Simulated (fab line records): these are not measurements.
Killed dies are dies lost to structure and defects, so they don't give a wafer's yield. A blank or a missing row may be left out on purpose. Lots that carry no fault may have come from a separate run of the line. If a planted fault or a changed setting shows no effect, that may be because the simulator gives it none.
Matching of chambers / flow nand harc / 4 sister chambers for NHARC_P_BONDPAD_CMP_32 on cmp-04
The step polishes SiCN, target thk 200 nm. 20 wafers are shown with their chamber, then 10 later ones without.

## EACH WAFER AND ITS CHAMBER
wafer=L076.4; chamber=3; motor current A (A)=11.8
wafer=L076.5; chamber=1; motor current A (A)=13.5
wafer=L076.6; chamber=2; motor current A (A)=13.5
wafer=L079.2; chamber=3; motor current A (A)=12.5
wafer=L079.5; chamber=0; motor current A (A)=12.2
wafer=L079.6; chamber=1; motor current A (A)=13.1
wafer=L083.2; chamber=1; motor current A (A)=12.8
wafer=L083.3; chamber=3; motor current A (A)=11.7
wafer=L083.4; chamber=0; motor current A (A)=12.2
wafer=L085.1; chamber=0; motor current A (A)=12.2
wafer=L085.2; chamber=3; motor current A (A)=11.8
wafer=L085.4; chamber=2; motor current A (A)=14.3
wafer=L087.1; chamber=3; motor current A (A)=11.7
wafer=L087.4; chamber=0; motor current A (A)=12.4
wafer=L087.6; chamber=3; motor current A (A)=11.2
wafer=L088.4; chamber=1; motor current A (A)=12.9
wafer=L088.5; chamber=2; motor current A (A)=13.6
wafer=L088.6; chamber=1; motor current A (A)=12.8
wafer=L089.3; chamber=2; motor current A (A)=13.6
wafer=L089.4; chamber=0; motor current A (A)=12.5

SIGNATURES (averages over the wafers above)
reading=motor current A; chamber 0=12.300; chamber 1=13.020; chamber 2=13.750; chamber 3=11.783; scatter within a chamber=0.327
Rule: a wafer's distance from a chamber is the root of the sum, over the readings, of the square of ((its reading less the chamber's mean) divided by the reading's scatter). If the next closest chamber is less than 2 further off than the closest, the wafer can't be placed; otherwise it belongs to the closest. The scatter: the root of (the sum of the squares of (reading less its chamber's mean) over the shown wafers, divided by (wafers less chambers)).

## WAFERS WITHOUT THEIR CHAMBER
wafer=L089.6; motor current A (A)=11.5
wafer=L091.1; motor current A (A)=11.2
wafer=L091.2; motor current A (A)=11.5
wafer=L091.3; motor current A (A)=14.7
wafer=L093.2; motor current A (A)=13.7
wafer=L093.3; motor current A (A)=12.5
wafer=L093.4; motor current A (A)=12.6
wafer=L096.2; motor current A (A)=11.3
wafer=L096.4; motor current A (A)=11.8
wafer=L096.5; motor current A (A)=13.5

## THE CHAMBER EACH PASSED THROUGH
wafer=L089.6; from the rows above=can't be placed: 3 or 0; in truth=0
wafer=L091.1; from the rows above=can't be placed: 3 or 0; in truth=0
wafer=L091.2; from the rows above=can't be placed: 3 or 0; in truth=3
wafer=L091.3; from the rows above=2; in truth=2
wafer=L093.2; from the rows above=can't be placed: 2 or 1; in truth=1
wafer=L093.3; from the rows above=can't be placed: 0 or 1 or 3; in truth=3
wafer=L093.4; from the rows above=can't be placed: 0 or 1 or 3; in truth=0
wafer=L096.2; from the rows above=can't be placed: 3 or 0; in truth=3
wafer=L096.4; from the rows above=can't be placed: 3 or 0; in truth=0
wafer=L096.5; from the rows above=can't be placed: 2 or 1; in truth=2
1 of 10 placed correctly. Cannot be placed on the basis of these rows: 9; the candidates contain the true chamber in 9. 0 placed wrongly.
